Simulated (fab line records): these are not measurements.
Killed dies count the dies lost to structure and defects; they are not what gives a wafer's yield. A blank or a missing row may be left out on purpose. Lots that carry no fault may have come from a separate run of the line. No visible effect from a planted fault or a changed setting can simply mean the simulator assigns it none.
Chamber matching + flow nand-harc + NHARC_P_M1_DEP_33 on pecvd-04 has 3 sister chambers
The step deposits SiCN, target thk 30 nm. 14 wafers are shown with their chamber, then 7 later ones without.

== EACH WAFER AND ITS CHAMBER ==
| wafer  | chamber | heater-power-w (W) | heater-power-outer-w (W) |
|--------|---------|--------------------|--------------------------|
| L101.1 | 0       | 575                | 318                      |
| L101.4 | 0       | 578                | 319                      |
| L101.6 | 1       | 518                | 287                      |
| L107.3 | 0       | 546                | 293                      |
| L107.5 | 0       | 536                | 306                      |
| L107.6 | 2       | 549                | 297                      |
| L116.2 | 2       | 573                | 311                      |
| L116.5 | 2       | 575                | 319                      |
| L116.6 | 1       | 533                | 307                      |
| L118.1 | 0       | 595                | 316                      |
| L118.5 | 2       | 607                | 336                      |
| L118.6 | 0       | 600                | 320                      |
| L117.1 | 2       | 492                | 254                      |
| L117.2 | 0       | 604                | 322                      |

SIGNATURES (averages over the wafers above)
| reading              | chamber 0 | chamber 1 | chamber 2 | scatter within a chamber |
|----------------------|-----------|-----------|-----------|--------------------------|
| heater-power-w       | 576.29    | 525.50    | 559.20    | 32.6                     |
| heater-power-outer-w | 313.43    | 297.00    | 303.40    | 20.7                     |
Rule: a wafer lies at a distance from a chamber equal to the root of the sum of squares, over the readings, of (its reading less the chamber's mean, divided by the reading's scatter). The wafer belongs to the nearest chamber; if the next one is less than 2 further off, it can't be placed. How the scatter is found: for the shown wafers, subtract from each reading the mean of its chamber, square and add these, divide the total by (wafers less chambers), then take the root.

== WAFERS WHOSE CHAMBER IS MISSING ==
| wafer  | heater-power-w (W) | heater-power-outer-w (W) |
|--------|--------------------|--------------------------|
| L117.5 | 493                | 259                      |
| L119.1 | 626                | 339                      |
| L119.2 | 495                | 277                      |
| L119.6 | 499                | 279                      |
| L120.2 | 545                | 273                      |
| L120.5 | 492                | 263                      |
| L120.6 | 522                | 274                      |

== WHICH CHAMBER EACH WENT THROUGH ==
| wafer  | from the rows above          | in truth |
|--------|------------------------------|----------|
| L117.5 | can't be placed: 1 or 2 or 0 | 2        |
| L119.1 | can't be placed: 0 or 2 or 1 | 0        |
| L119.2 | can't be placed: 1 or 2 or 0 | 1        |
| L119.6 | can't be placed: 1 or 2 or 0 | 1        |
| L120.2 | can't be placed: 1 or 2 or 0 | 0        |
| L120.5 | can't be placed: 1 or 2 or 0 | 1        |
| L120.6 | can't be placed: 1 or 2 or 0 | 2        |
Correct placement for 0 of the 7. From these rows, 7 cannot be placed; in 7 the true chamber is one of the candidates. Placed wrongly: 0.
